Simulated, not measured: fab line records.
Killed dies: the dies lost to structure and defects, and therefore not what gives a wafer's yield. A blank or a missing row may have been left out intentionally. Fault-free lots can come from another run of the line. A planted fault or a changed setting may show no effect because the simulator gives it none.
Struck lot and sound lot, side by side -- flow nand-harc -- 14 out of 1302 route steps
Sound: these wafers, L549.1, L549.2, L549.5. Struck: wafers L558.1, L558.2, L558.4. The cause is given at the end.
For every step that has rows: the tool of each side, followed by ch and its chambers, followed by its first start. Under that, the readings that differ: sound wafers -- struck wafers -- difference of the means -- sigmas: that difference in standard deviations of wafers without a fault.
alike: words and numbers the same on both sides, and readings whose means are apart by under 2 such deviations; not compared: readings that were withheld, readings missing a value for some wafer, numbers with overlapping values and no deviation given by the record, and bounds like >300 which may hide the same value.
A row with sigmas, a row that says differs or no value, or rows on one side alone: a step with any of these is where the two part. When numbers do not overlap yet have no deviation, they are printed without sigmas and do not part them. Lack of a reading on every wafer of one side parts them only where that side has two or more wafers.

first, 1 step without rows for these wafers: NHARC_P_STI_ANNEAL_34 (time 1800 s).
NHARC_P_STI_CMP_21: polishes, t overpolish 20 s, target thk 380.67 nm.
  sound on cmp-02 ch 0,1,2, day 4 11:47; struck on cmp-03 ch 1,2,3, day 8 06:16
  alike: motor-current-A, overpolish-run-s
then, 7 steps without rows for these wafers: NHARC_P_STI_SRD_35; NHARC_P_STI_ETCH_36 (etches SiO2 in dHF, target depth 38.8 nm); NHARC_P_STI_STRIP_24 (strips Si3N4 in H3PO4); NHARC_P_STI_ETCH_37 (etches SiO2 in dHF, target depth 11 nm); NHARC_P_STI_PRECLEAN_38 (cleans in SC1); NHARC_P_STI_SRD_39; NHARC_P_STI_OXIDE_40 (material SiO2, target thk 10 nm, ox time 1362 s).
NHARC_P_STI_INSPECT_25:
  struck on defect-inspect-01, day 8 14:30; sound on defect-inspect-02, day 4 20:12
  alike: raw-defect-count
then, 1 step without rows for these wafers: NHARC_P_GATE_ETCH_69 (etches SiO2 in dHF, target depth 14 nm).
NHARC_P_GATE_PRECLEAN_70: cleans in SC1.
  sound on wet-bench-01 ch 0,5,7, day 4 20:22; struck on wet-bench-07 ch 3,4,5, day 8 14:39
reading,sound,struck,difference,sigmas
bath-heat-duty-pct (%),7.4 8.8 8.9,6.6 6.7 5.3,-2.2,-2
  not compared: run-length-s
then, 2 steps without rows for these wafers: NHARC_P_GATE_SRD_01; NHARC_END_SORT_01.

WHERE THEY PART
Within this record, at NHARC_P_GATE_PRECLEAN_70 only.

WHY: the cause the simulator had injected
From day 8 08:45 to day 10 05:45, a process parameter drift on wet-bench-07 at NHARC_P_GATE_PRECLEAN_70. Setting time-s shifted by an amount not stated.
